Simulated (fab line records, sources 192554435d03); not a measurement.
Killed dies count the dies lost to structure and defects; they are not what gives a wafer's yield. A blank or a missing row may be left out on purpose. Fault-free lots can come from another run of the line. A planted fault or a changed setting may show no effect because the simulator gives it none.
fab line records	flow n5Finfet
record lots=7	wafers=21
route steps=1938 shown HKMG_FIN@424 MOL_CONTACT_COAG@535 BEOL_M0_SAQP@693 BEOL_M0_CUTY@705 BEOL_M1@756
startH: the number of hours between the record's first day and the start of the first shown wafer of the lot	waitH: hours from the lot's prior step to this one	" the same as in the row above	L1.1+2: several wafers, shown together as one row	- value missing, or start not given	* or withheld: withheld	< > ~ a bound
route shown NAME@n: names a module that has steps shown in the file, with the first one's number in the route	usual: average and standard deviation across the fault-free wafers	same: alike in all rows	chamber/n: place in a boat	sites: each site's reading	_std_site: standard deviation of those values	_edge_site: outer sites' mean less inner sites'	radiusMm: how far each site lies from the wafer's centre	mask NAME#n: copy n	behind: tool/chamber where the wafer was last shaped	hold: what put the lot on hold/how long, in hours/how the hold closed	device: the n, p or np transistor that did not switch	end of line: the route-end tests of the same wafers	for a step that has no rows: nothing shown but its recipe	killed: dies that structure and defects cost at the first sort, which is not the same as the wafer's yield	map: a wafer's dies, marking killed ones x, the rest . and places with no die _
set.NAME: the run value of the setting; set.NAME@STEP: its run value at that earlier step	model.NAME: the simulator's own value behind a step, which no gauge read
one table per step and one row per wafer, for lots whose settings were changed on purpose
## steps
# step N5_HKMG_FIN_COAT_06
# recipe resist=CAR-ArF	spinRpm=1500	resistThkNm=90
lot.wafer	tool	chamber	startH	waitH	set.spinRpm	model.CAR-ArF_of_HKMG_FIN_COAT_06.thkNm
L076.3+6	lithoTrack-03	0	-	-	1445	92
L076.4	"	0	"	"	1500	90.4
L077.1	lithoTrack-03	0	-	-	1500	90.4
L077.2	"	0	"	"	1500	90.8
L077.6	"	0	"	"	1500	90.6
L079.2	lithoTrack-03	0	-	-	1500	90
L079.4	"	0	"	"	1500	90.2
L079.6	"	0	"	"	1568	87.8
L080.1	lithoTrack-04	0	-	-	1500	89.8
L080.4	"	0	"	"	1456	91
L080.5	"	0	"	"	1500	89.6
L081.2	lithoTrack-03	0	-	-	1500	90.4
L081.3+6	"	0	"	"	1500	90.6
L084.2	lithoTrack-04	0	-	-	1500	90.2
L084.4	"	0	"	"	1596	87.8
L084.6	"	0	"	"	1500	90
L085.1	lithoTrack-02	0	-	-	1500	90.4
L085.3	"	0	"	"	1500	90.6
L085.6	"	0	"	"	1452	91.8
# step N5_MOL_CONTACT_COAG_CONTACT_ETCH_14
# recipe chemistry=C4F6/O2	target=SiO2	targetDepthA=275	overetchA=85	maskMaterial=SOC	pressureMtorr=30	sourceW=370	biasW=185	Ar_flow_sccm=300	C4F6_flow_sccm=16	O2_flow_sccm=10	timeS=20	ionEnergyEv=259.6
# usual rfVppV=691/3.5
lot.wafer	tool	chamber	startH	waitH	set.sourceW	rfVppV
L076.3	rieDiel-06	0	103.36	0.0	370	692
L076.4	"	1	"	"	370	685
L076.6	"	0	"	"	340	713
L077.1	rieDiel-05	2	109.55	0.0	370	692
L077.2	"	0	"	"	370	693
L077.6	"	0	"	"	370	693
L079.2	rieDiel-06	2	122.21	0.0	346.2	705
L079.4	"	1	"	"	370	687
L079.6	"	0	"	"	346.2	709
L080.1	rieDiel-06	2	127.92	0.0	325.5	719
L080.4	"	0	"	"	325.5	723
L080.5	"	1	"	"	370	684
L081.2	rieDiel-04	1	129.38	0.0	370	695
L081.3	"	0	"	"	370	697
L081.6	"	3	"	"	409.8	665
L084.2	rieDiel-06	2	150.35	0.0	370	695
L084.4	"	1	"	"	370	687
L084.6	"	1	"	"	370	683
L085.1	rieDiel-06	3	156.01	0.0	370	692
L085.3	"	2	"	"	334	713
L085.6	"	3	"	"	334	714
# step N5_MOL_CONTACT_COAG_ETCH_91
# recipe chemistry=N2/H2	target=SOC	targetDepthA=600	overetchA=210	maskMaterial=SiARC	tempC=40	timeS=101.2	ionEnergyEv=200	pressureMtorr=30	sourceW=840	biasW=150	n2FlowSccm=200	h2FlowSccm=200
lot.wafer	tool	chamber	startH	waitH	set.timeS	model.SiARC_of_MOL_CONTACT_COAG_COAT_76.thkNm
L076.3	rieDiel-04	1	111.79	0.0	101.2	6
L076.4	"	2	"	"	80.93	6.8
L076.6	"	0	"	"	80.93	6.6
L077.1+6	rieDiel-04	0,1	118.17	0.0	101.2	5.8
L077.2	"	2	"	"	101.2	6
L079.2	rieDiel-05	1	133.60	0.0	101.2	5.8
L079.4	"	0	"	"	116.8	5.2
L079.6	"	1	"	"	116.8	5
L080.1	rieDiel-05	1	138.48	0.0	101.2	5.8
L080.4+5	"	3,2	"	"	101.2	5.6
L081.2	rieDiel-05	1	140.75	0.0	101.2	5.8
L081.3	"	0	"	"	119.4	5
L081.6	"	3	"	"	119.4	4.6
L084.2	rieDiel-04	0	161.77	0.0	116.6	5.2
L084.4	"	2	"	"	101.2	6
L084.6	"	0	"	"	101.2	5.8
L085.1	rieDiel-06	0	170.07	0.0	101.2	6
L085.3	"	2	"	"	114.3	5
L085.6	"	3	"	"	101.2	5.6
# step N5_MOL_CONTACT_COAG_COAT_62
# recipe resist=SOC	tempC=250	timeS=60	spinRpm=1500	resistThkNm=60
lot.wafer	tool	chamber	startH	waitH	set.spinRpm	model.SOC_of_MOL_CONTACT_COAG_COAT_62.thkNm
L076.3+4	lithoTrack-05	0	112.30	0.0	1567	58.8
L076.6	"	0	"	"	1500	60.2
L077.1+2+6	lithoTrack-04	0	118.67	0.0	1500	60
L079.2	lithoTrack-04	0	134.09	0.0	1393	62
L079.4	"	0	"	"	1500	60
L079.6	"	0	"	"	1393	62.2
L080.1+4	lithoTrack-02	0	138.98	0.0	1500	60.2
L080.5	"	0	"	"	1500	60
L081.2	lithoTrack-05	0	141.24	0.0	1559	59.2
L081.3	"	0	"	"	1500	60
L081.6	"	0	"	"	1500	60.2
L084.2	lithoTrack-05	0	162.27	0.0	1500	59.8
L084.4	"	0	"	"	1646	57.2
L084.6	"	0	"	"	1500	60
L085.1+6	lithoTrack-05	0	170.64	0.0	1500	60.2
L085.3	"	0	"	"	1369	62.8
# step N5_MOL_CONTACT_COAG_COAT_63
# recipe resist=SiARC	tempC=220	timeS=60	spinRpm=1500	resistThkNm=10
# step N5_MOL_CONTACT_COAG_COAT_64
# recipe resist=underlayer	tempC=205	timeS=60	spinRpm=1500	resistThkNm=10
# step N5_MOL_CONTACT_COAG_ALD_133
# recipe material=SiO2	targetThkA=50	tempC=100	aldPrecursorFamily=BDEAS	aldCoReactant=O2-plasma	pulseTimeS=1	coReactantPulseTimeS=1	purgeTimeS=2	coReactantPurgeTimeS=2	aldCycles=35	pressureTorr=2
# step N5_MOL_CONTACT_COAG_ETCHBACK_134
# recipe chemistry=CHF3	target=SiO2	targetDepthA=100	timeS=6.7	ionEnergyEv=200	pressureMtorr=30	sourceW=610	biasW=170	Ar_flow_sccm=200	CHF3_flow_sccm=50
# step N5_MOL_CONTACT_COAG_ETCH_67
# recipe chemistry=N2/H2	target=SOC	targetDepthA=600	overetchA=210	maskMaterial=SiARC	tempC=40	timeS=101.2	ionEnergyEv=200	pressureMtorr=30	sourceW=840	biasW=150	n2FlowSccm=200	h2FlowSccm=200
lot.wafer	tool	chamber	startH	waitH	set.spinRpm@MOL_CONTACT_COAG_COAT_62	model.etch.depthNm
L076.3	rieDiel-05	0	113.26	0.0	1567	58.79
L076.4	"	3	"	"	1567	58.78
L076.6	"	3	"	"	1500	60.14
L077.1	rieDiel-05	2	119.58	0.0	1500	59.91
L077.2	"	0	"	"	1500	59.9
L077.6	"	1	"	"	1500	59.95
L079.2	rieDiel-06	1	135.01	0.0	1393	62.02
L079.4	"	3	"	"	1500	59.93
L079.6	"	1	"	"	1393	62.14
L080.1	rieDiel-05	0	139.73	0.0	1500	60.15
L080.4	"	3	"	"	1500	60.13
L080.5	"	2	"	"	1500	59.94
L081.2	rieDiel-05	2	142.00	0.0	1559	59.11
L081.3	"	1	"	"	1500	60.05
L081.6	"	0	"	"	1500	60.16
L084.2	rieDiel-04	3	163.15	0.0	1500	59.85
L084.4	"	1	"	"	1646	57.16
L084.6	"	3	"	"	1500	59.91
L085.1	rieDiel-04	1	171.64	0.0	1500	60.11
L085.3	"	1	"	"	1369	62.76
L085.6	"	3	"	"	1500	60.19
# step N5_MOL_CONTACT_COAG_STRIP_68
# recipe chemistry=N2/H2	tempC=40	n2FlowSccm=200	h2FlowSccm=200	rfFrequencyHz=6e+07
# step N5_MOL_CONTACT_COAG_STRIP_69
# recipe chemistry=N2/H2	tempC=40	n2FlowSccm=200	h2FlowSccm=200	rfFrequencyHz=6e+07
# step N5_MOL_CONTACT_COAG_ETCHBACK_136
# recipe chemistry=CHF3	target=SiO2	targetDepthA=250	timeS=16.7	ionEnergyEv=200	pressureMtorr=30	sourceW=610	biasW=170	Ar_flow_sccm=200	CHF3_flow_sccm=50
# step N5_MOL_CONTACT_COAG_STRIP_120
# recipe chemistry=CHF3	resist=SiARC	rfFrequencyHz=6e+07
# step N5_MOL_CONTACT_COAG_VIA_ETCH_117
# recipe chemistry=C4F6/O2	targetDepthA=400	overetchA=80	maskMaterial=SOC	target=SiO2	biasW=455	pressureMtorr=10	timeS=26	sourceW=325	Ar_flow_sccm=300	C4F6_flow_sccm=10	O2_flow_sccm=10	ionEnergyEv=575.3	ends=endPoint
lot.wafer	tool	chamber	startH	waitH	set.spinRpm@MOL_CONTACT_COAG_COAT_62	model.SOC_of_MOL_CONTACT_COAG_COAT_62.thkNm
L076.3	rieDiel-05	0	113.38	0.0	1567	50.2
L076.4	"	3	"	"	1567	50
L076.6	"	3	"	"	1500	51.2
L077.1	rieDiel-05	2	119.71	0.0	1500	51.2
L077.2+6	"	0,1	"	"	1500	51.4
L079.2	rieDiel-06	1	135.13	0.0	1393	53.4
L079.4	"	3	"	"	1500	51
L079.6	"	1	"	"	1393	53.6
L080.1	rieDiel-05	0	139.86	0.0	1500	51.6
L080.4	"	3	"	"	1500	51.4
L080.5	"	2	"	"	1500	51.2
L081.2	rieDiel-05	2	142.12	0.0	1559	50.4
L081.3	"	1	"	"	1500	51.4
L081.6	"	0	"	"	1500	51.6
L084.2+6	rieDiel-04	3	163.27	0.0	1500	51.2
L084.4	"	1	"	"	1646	48.6
L085.1+6	rieDiel-04	1,3	171.83	0.0	1500	51.6
L085.3	"	1	"	"	1369	54.4
# step N5_MOL_CONTACT_COAG_ETCH_124
# recipe chemistry=CH3F/O2	target=SiNx	targetDepthA=65	maskMaterial=SOC	stopOn=SiOC	overEtchFrac=0.3	ionEnergyEv=120	pressureMtorr=30	sourceW=395	biasW=73	Ar_flow_sccm=150	CH3F_flow_sccm=30	O2_flow_sccm=20	ends=endPoint
# step N5_MOL_CONTACT_COAG_ETCH_48
# recipe chemistry=C4F6/O2	targetDepthA=150	overetchA=45	maskMaterial=SOC	target=SiOC	biasW=465	pressureMtorr=10	timeS=17	sourceW=335	Ar_flow_sccm=300	C4F6_flow_sccm=10	O2_flow_sccm=10	ionEnergyEv=576
lot.wafer	tool	chamber	startH	waitH	set.spinRpm@MOL_CONTACT_COAG_COAT_62	model.SOC_of_MOL_CONTACT_COAG_COAT_62.thkNm
L076.3	rieDiel-05	0	113.45	0.0	1567	44.6
L076.4	"	3	"	"	1567	44
L076.6	"	3	"	"	1500	45.2
L077.1+6	rieDiel-05	2,1	119.77	0.0	1500	45.4
L077.2	"	0	"	"	1500	45.8
L079.2	rieDiel-06	1	135.20	0.0	1393	47.6
L079.4	"	3	"	"	1500	45.2
L079.6	"	1	"	"	1393	47.8
L080.1	rieDiel-05	0	139.93	0.0	1500	45.8
L080.4+5	"	3,2	"	"	1500	45.4
L081.2	rieDiel-05	2	142.19	0.0	1559	44.6
L081.3	"	1	"	"	1500	45.6
L081.6	"	0	"	"	1500	45.8
L084.2+6	rieDiel-04	3	163.34	0.0	1500	45.4
L084.4	"	1	"	"	1646	43
L085.1	rieDiel-04	1	171.93	0.0	1500	46
L085.3	"	1	"	"	1369	48.6
L085.6	"	3	"	"	1500	45.8
# step N5_BEOL_M0_SAQP_ETCH_88
# recipe chemistry=N2/H2	target=underlayer	targetDepthA=65	timeS=5.2	ionEnergyEv=200	maskMaterial=CAR-EUV	pressureMtorr=30	sourceW=840	biasW=150	n2FlowSccm=200	h2FlowSccm=200	ends=cleared
# usual etchRfOnTimeS=5.22/0.086	rfVppV=524/3.6
lot.wafer	tool	chamber	startH	waitH	set.sourceW	etchRfOnTimeS	rfVppV
L076.3	rieDiel-03	2	123.45	0.0	931.5	4.76	508
L076.4	"	0	"	"	931.5	4.76	507
L076.6	"	3	"	"	840	5.25	529
L077.1	rieDiel-03	3	130.02	0.0	840	5.19	527
L077.2	"	2	"	"	840	5.11	526
L077.6	"	3	"	"	840	5.19	528
L079.2	rieDiel-03	0	145.67	0.0	904.8	4.92	511
L079.4	"	3	"	"	840	5.22	527
L079.6	"	3	"	"	840	5.24	527
L080.1	rieDiel-03	1	151.94	0.0	895.3	5.02	513
L080.4	"	3	"	"	840	5.25	527
L080.5	"	1	"	"	895.3	5.02	513
L081.2	rieDiel-02	2	153.56	0.0	840	5.18	517
L081.3	"	0	"	"	840	5.30	522
L081.6	"	1	"	"	900	5.07	509
L084.2	rieDiel-02	1	173.48	0.0	840	5.26	523
L084.4	"	2	"	"	840	5.12	518
L084.6	"	3	"	"	840	5.17	529
L085.1	rieDiel-03	0	181.87	0.0	931.6	4.83	505
L085.3	"	3	"	"	931.6	4.91	507
L085.6	"	3	"	"	931.6	4.86	510
# step N5_BEOL_M0_CUTY_EXPOSE_54
# recipe maskId=M0_ABLK	na=1.35	sourceShape=conventional	sigmaOuter=0.8	polarization=unpolarized	doseMj=36
lot.wafer	tool	chamber	startH	waitH	mask	set.doseMj
L076.3+4+6	arfiScanner-01	0	124.60	-	M0_ABLK#0	34.47
L077.1+2+6	arfiScanner-01	0	132.06	-	M0_ABLK#0	36
L079.2+4+6	arfiScanner-03	0	146.69	-	M0_ABLK#0	36
L080.1+4	arfiScanner-03	0	152.95	-	M0_ABLK#0	34.83
L080.5	"	0	"	"	M0_ABLK#0	36
L081.2+6	arfiScanner-01	0	155.19	-	M0_ABLK#0	36
L081.3	"	0	"	"	M0_ABLK#0	33.93
L084.2+4	arfiScanner-03	0	174.75	-	M0_ABLK#0	36
L084.6	"	0	"	"	M0_ABLK#0	34.02
L085.1+6	arfiScanner-03	0	182.89	-	M0_ABLK#0	37.75
L085.3	"	0	"	"	M0_ABLK#0	36
# step N5_BEOL_M0_CUTY_PEB_55
# recipe pebTempC=110	pebTimeS=60	resist=CAR-ArF-block
# step N5_BEOL_M0_CUTY_DEVELOP_56
# recipe developTimeS=30	developer=TMAH	resist=CAR-ArF-block	rinseLiquid=diw	dry=airSpin	devTempC=23
# step N5_BEOL_M0_CUTY_CD_MEAS_57
# recipe targetCdNm=200	landingEnergyEv=500	detector=seInlens	polarity=line
# usual cdNm=200.0/0.95
lot.wafer	tool	chamber	startH	waitH	set.doseMj@BEOL_M0_CUTY_EXPOSE_54	cdNm
L076.3	cdSem-03	0	124.72	-	34.47	201.1
L076.4	"	0	"	"	34.47	200.8
L076.6	"	0	"	"	34.47	200.9
L077.1	cdSem-03	0	132.19	-	36	198.4
L077.2	"	0	"	"	36	200.4
L077.6	"	0	"	"	36	199.3
L079.2	cdSem-01	0	146.81	-	36	200.6
L079.4	"	0	"	"	36	202.0
L079.6	"	0	"	"	36	200.7
L080.1	cdSem-01	0	153.08	-	34.83	202.1
L080.4	"	0	"	"	34.83	201.7
L080.5	"	0	"	"	36	201.2
L081.2	cdSem-01	0	155.31	-	36	199.9
L081.3	"	0	"	"	33.93	202.4
L081.6	"	0	"	"	36	199.8
L084.2	cdSem-03	0	174.87	-	36	199.3
L084.4	"	0	"	"	36	200.4
L084.6	"	0	"	"	34.02	203.9
L085.1	cdSem-01	0	183.01	-	37.75	197.6
L085.3	"	0	"	"	36	201.5
L085.6	"	0	"	"	37.75	198.1
# step N5_BEOL_M1_COAT_62
# recipe resist=SiARC	tempC=220	timeS=60	spinRpm=1500	resistThkNm=12
lot.wafer	tool	chamber	startH	waitH	set.spinRpm	model.SiARC_of_BEOL_M1_COAT_62.thkNm
L076.3+6	lithoTrack-02	0	-	-	1500	12
L076.4	"	0	"	"	1408	12.4
L077.1+2+6	lithoTrack-02	0	-	-	1500	12
L079.2+4+6	lithoTrack-03	0	-	-	1500	12
L081.2	lithoTrack-03	0	-	-	1500	12
L081.3+6	"	0	"	"	1393	12.4
L080.1+5	lithoTrack-02	0	-	-	1500	12
L080.4	"	0	"	"	1410	12.4
L084.2	lithoTrack-02	0	-	-	1417	12.4
L084.4+6	"	0	"	"	1500	12
L085.1	lithoTrack-02	0	-	-	1500	12
L085.3+6	"	0	"	"	1370	12.6
## key
split step=N5_HKMG_FIN_COAT_06	setting=spinRpm	stated=1500	by=wafer
response step=N5_HKMG_FIN_COAT_06	reading=model.CAR-ArF_of_HKMG_FIN_COAT_06.thkNm	change=-0.416	per=1%	r=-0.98
split step=N5_MOL_CONTACT_COAG_CONTACT_ETCH_14	setting=sourceW	stated=370	by=wafer
response step=N5_MOL_CONTACT_COAG_CONTACT_ETCH_14	reading=rfVppV	change=-2.83	per=1%	r=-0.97
split step=N5_MOL_CONTACT_COAG_ETCH_91	setting=timeS	stated=101.2	by=wafer
response step=N5_MOL_CONTACT_COAG_ETCH_91	reading=model.SiARC_of_MOL_CONTACT_COAG_COAT_76.thkNm	change=-0.0469	per=1%	r=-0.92
split step=N5_MOL_CONTACT_COAG_COAT_62	setting=spinRpm	stated=1500	by=wafer
response step=N5_MOL_CONTACT_COAG_COAT_62	reading=model.SOC_of_MOL_CONTACT_COAG_COAT_62.thkNm	change=-0.287	per=1%	r=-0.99
response step=N5_MOL_CONTACT_COAG_ETCH_67	reading=model.etch.depthNm	change=-0.29	per=1%	r=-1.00
response step=N5_MOL_CONTACT_COAG_VIA_ETCH_117	reading=model.SOC_of_MOL_CONTACT_COAG_COAT_62.thkNm	change=-0.299	per=1%	r=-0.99
response step=N5_MOL_CONTACT_COAG_ETCH_48	reading=model.SOC_of_MOL_CONTACT_COAG_COAT_62.thkNm	change=-0.284	per=1%	r=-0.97
split step=N5_BEOL_M0_SAQP_ETCH_88	setting=sourceW	stated=840	by=wafer
response step=N5_BEOL_M0_SAQP_ETCH_88	reading=etchRfOnTimeS	change=*	per=1%	r=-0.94
response step=N5_BEOL_M0_SAQP_ETCH_88	reading=rfVppV	change=-1.92	per=1%	r=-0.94
split step=N5_BEOL_M0_CUTY_EXPOSE_54	setting=doseMj	stated=36	by=wafer
response step=N5_BEOL_M0_CUTY_CD_MEAS_57	reading=cdNm	change=-0.592	per=1%	r=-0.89
split step=N5_BEOL_M1_COAT_62	setting=spinRpm	stated=1500	by=wafer
response step=N5_BEOL_M1_COAT_62	reading=model.SiARC_of_BEOL_M1_COAT_62.thkNm	change=-0.0657	per=1%	r=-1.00
